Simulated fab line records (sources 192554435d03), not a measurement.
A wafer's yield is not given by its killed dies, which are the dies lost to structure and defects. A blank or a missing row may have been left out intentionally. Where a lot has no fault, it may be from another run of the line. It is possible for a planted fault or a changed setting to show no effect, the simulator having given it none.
Split-lot experiment    flow n5_finfet    21 wafers read from 7 lots, route of 1938 steps

ABOUT THE SPLIT
At N5_HKMG_FIN_ETCH_35 (etches SOC in N2/H2, target depth 215.8 nm, time 243.4 s), the setting bias_w was moved away from the recipe's 5 W on 4 of the 21 wafers read, by -9.5% to +15.5%. This setting was run at the recipe's value on the other wafers.

Reading taken at the split's own step.

THE READING
rf_vpp_V, in V, at N5_HKMG_FIN_ETCH_35 (etches SOC in N2/H2, target depth 215.8 nm, time 243.4 s). Fault-free wafers of this fab line usually give 141.4 V, standard deviation 0.82 V.

wafer   tool, chamber at the split  bias_w as run, W  against the recipe  rf_vpp_V, V  against lot-mates on the recipe
L074.3  rie_diel-01, 2              5                 recipe              141.4        -
L074.4  rie_diel-01, 3              5                 recipe              140.7        -
L074.5  rie_diel-01, 2              4.523             -9.5%               132.4        -8.7
L080.1  rie_diel-02, 1              5                 recipe              141.9        -
L080.2  rie_diel-02, 3              5                 recipe              141.7        -
L080.3  rie_diel-02, 2              5                 recipe              140.8        -
L083.1  rie_diel-02, 3              5                 recipe              141.0        -
L083.4  rie_diel-02, 2              5                 recipe              141.8        -
L083.6  rie_diel-02, 1              5                 recipe              140.6        -
L087.2  rie_diel-02, 2              5.242             +4.8%               145.9        +6.3
L087.4  rie_diel-02, 3              5.242             +4.8%               145.7        +6.1
L087.6  rie_diel-02, 0              5                 recipe              139.6        -
L090.3  rie_diel-02, 2              5                 recipe              140.8        -
L090.4  rie_diel-02, 0              5.774             +15.5%              153.7        +12.2
L090.6  rie_diel-02, 0              5                 recipe              142.1        -
L091.1  rie_diel-01, 0              5                 recipe              141.4        -
L091.5  rie_diel-01, 3              5                 recipe              142.0        -
L091.6  rie_diel-01, 0              5                 recipe              142.5        -
L094.1  rie_diel-02, 3              5                 recipe              142.6        -
L094.3  rie_diel-02, 1              5                 recipe              142.1        -
L094.4  rie_diel-02, 2              5                 recipe              142.1        -

FIT RESULTS
A straight line over all 21 wafers: rf_vpp_V changes by +0.844 V for each +1% of bias_w; r = +0.98; the points scatter about the line by 0.79 V.
The same after taking each lot's own level away (the mean of its wafers on the recipe; 21 wafers): +0.875 V for each +1%; r = +0.98; scatter 0.81 V.
Per that fit: largest bias_w move, reading shift of 14 V.
The span of the lots' own levels, 139.60 to 142.27 V, comes to 3.3 times the standard deviation stated above.
The two slopes are in agreement: the lot-to-lot level therefore moves the slope only a little.
Check: +16.2 V against its lot-mates is what the line predicts for one of the wafers moved furthest among these (+15.5%) when that wafer is left out of the fit. Against them it came out at +12.2 V.
Tool readings at the split's step, against how far the setting was moved: rf_vpp_V r = +0.98.

THESE WAFERS: OTHER SPLITS
These wafers also went through other splits before the reading. Each is held against what the fit with the lots' levels taken away leaves over:
other split on the same wafers         wafers away from the commonest value  r with rf_vpp_V (lot level and that fit taken away)
N5_DUMMY_GATE_EXPOSE_12 dose_mj        7                                     -0.19
N5_SD_EPI_N_EPI_21 time_s              11                                    +0.32
N5_SD_EPI_P_COAT_34 spin_rpm           5                                     +0.03
N5_ILD0_CMP_03 down_force_psi          8                                     -0.23
N5_HKMG_FIN_EXPOSE_46 dose_mj          8                                     -0.22
N5_HKMG_FIN_DEVELOP_48 develop_time_s  6                                     +0.29

THE FILE'S OWN FIT
rf_vpp_V changes by +0.855 V for each +1% of bias_w, r = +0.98.
